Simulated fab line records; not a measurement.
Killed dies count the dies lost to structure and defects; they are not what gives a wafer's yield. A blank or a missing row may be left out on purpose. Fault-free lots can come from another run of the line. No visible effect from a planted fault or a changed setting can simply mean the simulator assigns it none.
Chamber matching || flow nandHarc || NHARC_A_ZERO_WELL_DESCUM_12 on rieDiel-08 has 4 sister chambers
The step chemistry O2, time 3 s. 8 wafers are shown with their chamber, then 12 later ones without.

== WAFERS, EACH WITH ITS CHAMBER ==
{"wafer": "L090.2", "chamber": 3, "drypumpMotorCurrentA (A)": 6.6, "oesProductAu (a.u.)": 1.013}
{"wafer": "L091.6", "chamber": 1, "drypumpMotorCurrentA (A)": 6.0, "oesProductAu (a.u.)": 1.006}
{"wafer": "L092.1", "chamber": 3, "drypumpMotorCurrentA (A)": 6.6, "oesProductAu (a.u.)": 1.001}
{"wafer": "L092.2", "chamber": 2, "drypumpMotorCurrentA (A)": 4.8, "oesProductAu (a.u.)": 1.000}
{"wafer": "L092.4", "chamber": 1, "drypumpMotorCurrentA (A)": 6.0, "oesProductAu (a.u.)": 1.010}
{"wafer": "L093.1", "chamber": 2, "drypumpMotorCurrentA (A)": 4.7, "oesProductAu (a.u.)": 0.996}
{"wafer": "L093.4", "chamber": 0, "drypumpMotorCurrentA (A)": 6.1, "oesProductAu (a.u.)": 1.009}
{"wafer": "L093.6", "chamber": 0, "drypumpMotorCurrentA (A)": 6.1, "oesProductAu (a.u.)": 1.006}

== WAFERS WITH NO CHAMBER GIVEN ==
{"wafer": "L094.1", "drypumpMotorCurrentA (A)": 4.8, "oesProductAu (a.u.)": 0.993}
{"wafer": "L094.4", "drypumpMotorCurrentA (A)": 6.1, "oesProductAu (a.u.)": 1.001}
{"wafer": "L094.5", "drypumpMotorCurrentA (A)": 4.8, "oesProductAu (a.u.)": 0.999}
{"wafer": "L095.2", "drypumpMotorCurrentA (A)": 6.6, "oesProductAu (a.u.)": 1.010}
{"wafer": "L095.5", "drypumpMotorCurrentA (A)": 4.8, "oesProductAu (a.u.)": 0.994}
{"wafer": "L095.6", "drypumpMotorCurrentA (A)": 6.6, "oesProductAu (a.u.)": 1.011}
{"wafer": "L096.1", "drypumpMotorCurrentA (A)": 6.1, "oesProductAu (a.u.)": 1.001}
{"wafer": "L096.3", "drypumpMotorCurrentA (A)": 4.7, "oesProductAu (a.u.)": 0.996}
{"wafer": "L096.4", "drypumpMotorCurrentA (A)": 6.6, "oesProductAu (a.u.)": 1.006}
{"wafer": "L097.1", "drypumpMotorCurrentA (A)": 6.6, "oesProductAu (a.u.)": 0.998}
{"wafer": "L097.2", "drypumpMotorCurrentA (A)": 6.0, "oesProductAu (a.u.)": 0.998}
{"wafer": "L097.5", "drypumpMotorCurrentA (A)": 6.6, "oesProductAu (a.u.)": 1.006}

== EACH ONE'S CHAMBER ==
{"wafer": "L094.1", "from the rows above": 2, "in truth": 2}
{"wafer": "L094.4", "from the rows above": "can't be placed: 0 or 1", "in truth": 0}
{"wafer": "L094.5", "from the rows above": 2, "in truth": 2}
{"wafer": "L095.2", "from the rows above": 3, "in truth": 3}
{"wafer": "L095.5", "from the rows above": 2, "in truth": 2}
{"wafer": "L095.6", "from the rows above": 3, "in truth": 3}
{"wafer": "L096.1", "from the rows above": "can't be placed: 0 or 1", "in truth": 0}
{"wafer": "L096.3", "from the rows above": 2, "in truth": 2}
{"wafer": "L096.4", "from the rows above": 3, "in truth": 3}
{"wafer": "L097.1", "from the rows above": 3, "in truth": 3}
{"wafer": "L097.2", "from the rows above": "can't be placed: 1 or 0", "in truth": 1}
{"wafer": "L097.5", "from the rows above": 3, "in truth": 3}
Placed correctly: 9 of 12. Can't be placed from these rows: 3 (the true chamber is among the candidates in 3). Placed wrongly: 0.
How it was worked out, from the rows above alone: a wafer's distance from a chamber is the root of the sum, over the readings, of the square of ((its reading less the chamber's mean) divided by the reading's scatter). The wafer belongs to the nearest chamber; if the next one is less than 2 further off, it can't be placed. For every chamber, the mean is computed from those of its wafers that are shown. How the scatter is found: for the shown wafers, subtract from each reading the mean of its chamber, square and add these, divide the total by (wafers less chambers), then take the root.
